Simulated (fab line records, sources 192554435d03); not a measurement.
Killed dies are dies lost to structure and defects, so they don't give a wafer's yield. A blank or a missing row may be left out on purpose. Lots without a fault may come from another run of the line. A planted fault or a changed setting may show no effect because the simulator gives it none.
Chamber matching | flow n5_finfet | N5_FIN_CUT_STRIP_22 on rie_diel-05: 4 sister chambers
The step strips in N2/H2. 4 wafers are shown with their chamber, then 7 later ones without.

WAFERS WITH THEIR CHAMBER
wafer  | chamber | drypump_motor_current_A (A)
L080.1 | 3       | 5.6
L088.2 | 1       | 5.2
L090.1 | 2       | 6.0
L090.2 | 0       | 6.2

WAFERS WITHOUT THEIR CHAMBER
wafer  | drypump_motor_current_A (A)
L090.3 | 5.2
L093.3 | 5.2
L093.4 | 6.2
L093.6 | 5.2
L096.1 | 6.1
L096.2 | 5.6
L096.5 | 5.2

WHICH CHAMBER EACH WENT THROUGH
wafer  | from the rows above     | in truth
L090.3 | 1                       | 1
L093.3 | 1                       | 1
L093.4 | 0                       | 0
L093.6 | 1                       | 1
L096.1 | can't be placed: 2 or 0 | 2
L096.2 | 3                       | 3
L096.5 | 1                       | 1
Placed correctly: 6 of 7. Can't be placed from these rows: 1 (the true chamber is among the candidates in 1). Placed wrongly: 0.
How it was worked out, from the rows above alone: a wafer's distance from a chamber is the root of the sum, over the readings, of the square of ((its reading less the chamber's mean) divided by the reading's scatter). The wafer belongs to the nearest chamber; if the next one is less than 2 further off, it can't be placed. A chamber's mean is the mean of its shown wafers. The scatter: with one shown wafer a chamber, the root of the mean of the squares of how far each hidden wafer lies from its nearest shown one.
